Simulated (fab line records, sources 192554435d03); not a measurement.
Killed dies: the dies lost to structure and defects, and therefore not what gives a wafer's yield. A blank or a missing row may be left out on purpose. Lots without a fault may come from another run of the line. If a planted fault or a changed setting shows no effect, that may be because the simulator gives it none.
2 desks looking at one fault :: flow n5Finfet :: every desk sees just its own numbers, and what lay behind them comes last

== FROM THE METROLOGY DESK ==
What the gauges read for every lot (on any tool): the sampled wafers with a number, averaged. Marked OUT: a lot whose mean sits more than 4 standard deviations from the usual mean, which makes it out of limits; the brackets give that distance.
Columns: A = cdNm at N5_BEOL_M8_CD_MEAS_28, usual 40.05 nm
lot: L765
first seen here: day 10 03:09
A: 40.21

lot: L768
first seen here: day 10 20:20
A: 39.83

lot: L766
first seen here: day 11 02:40
A: 39.87

lot: L769
first seen here: day 11 06:00
A: 40.14

lot: L770
first seen here: day 11 11:23
A: 39.78

lot: L776
first seen here: day 13 05:20
A: 39.98

lot: L778
first seen here: day 13 11:49
A: 39.78

lot: L782
first seen here: day 14 06:10
A: 40.00

lot: L783
first seen here: day 14 06:23
A: 40.09

lot: L781
first seen here: day 14 06:34
A: 40.25

lot: L785
first seen here: day 15 07:43
A: 39.71
Result from this desk: across the 11 lots, nothing is out of limits.

== AT THE TOOL OWNER'S DESK: rieDiel-05 ==
The tool's own readings at N5_BEOL_M8_ETCH_66 (etches SOC in N2/H2, target depth 80 nm, overetch 16 nm, time 120 s): means of the sampled wafers that have a number, for each lot that ran on this tool. Marked OUT: a lot whose mean sits more than 4 standard deviations from the usual mean, which makes it out of limits; the brackets give that distance.
Columns: A = drypumpMotorCurrentA at N5_BEOL_M8_ETCH_66, usual 5.7 A; B = oesProductAu at N5_BEOL_M8_ETCH_66, usual 0.63 a.u.; C = rfFwdPowerW at N5_BEOL_M8_ETCH_66, usual 835.4 W; D = rfVppV at N5_BEOL_M8_ETCH_66, usual 524.2 V; E = showerheadPlenumPTorr at N5_BEOL_M8_ETCH_66, usual 2.55 Torr; F = throttleValvePct at N5_BEOL_M8_ETCH_66, usual 17.68 %
lot: L765
first seen here: day 10 03:21
A: 6.0
B: 0.69
C: 835.1
D: 525.2
E: 2.56
F: 17.88

lot: L768
first seen here: day 10 20:32
A: 5.8
B: 0.62
C: 833.1
D: 524.0
E: 2.54
F: 17.82

lot: L770
first seen here: day 11 12:01
A: 5.6
B: 0.70
C: 834.5
D: 523.4
E: 2.49
F: 17.82

lot: L776
first seen here: day 13 05:32
A: 5.9
B: 0.67
C: 634.0 (-75) OUT
D: 573.8 (+19) OUT
E: 2.55
F: 17.75

lot: L778
first seen here: day 13 12:01
A: 5.5
B: 0.65
C: 633.2 (-75) OUT
D: 571.1 (+18) OUT
E: 2.47
F: 17.81

lot: L781
first seen here: day 14 06:52
A: 5.7
B: 0.66
C: 634.9 (-74) OUT
D: 571.8 (+18) OUT
E: 2.48
F: 17.88
Finding of this desk: L776, L778, L781 out of limits; the first was L776 at day 13 05:32, on rfFwdPowerW at N5_BEOL_M8_ETCH_66. L765, L768, L770 stayed within limits.

== PUT TOGETHER ==
The tool owner's desk had the chance to raise an alarm at day 13 05:32 on L776, L778, L781.
The metrology desk saw nothing out of limits.
The metrology desk has L776, L778, L781 on record, within its limits.
N5_BEOL_M8_ETCH_66 was run on rieDiel-05 by each of the lots named.

== WHAT THE SIMULATOR PUT IN ==
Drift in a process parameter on rieDiel-05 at N5_BEOL_M8_ETCH_66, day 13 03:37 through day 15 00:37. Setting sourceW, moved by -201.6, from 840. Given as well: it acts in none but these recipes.
Lots struck among those shown: L776, L778, L781.
How many hours passed from the start of the fault until each desk's first out-of-limits reading: the tool owner's desk, 2.
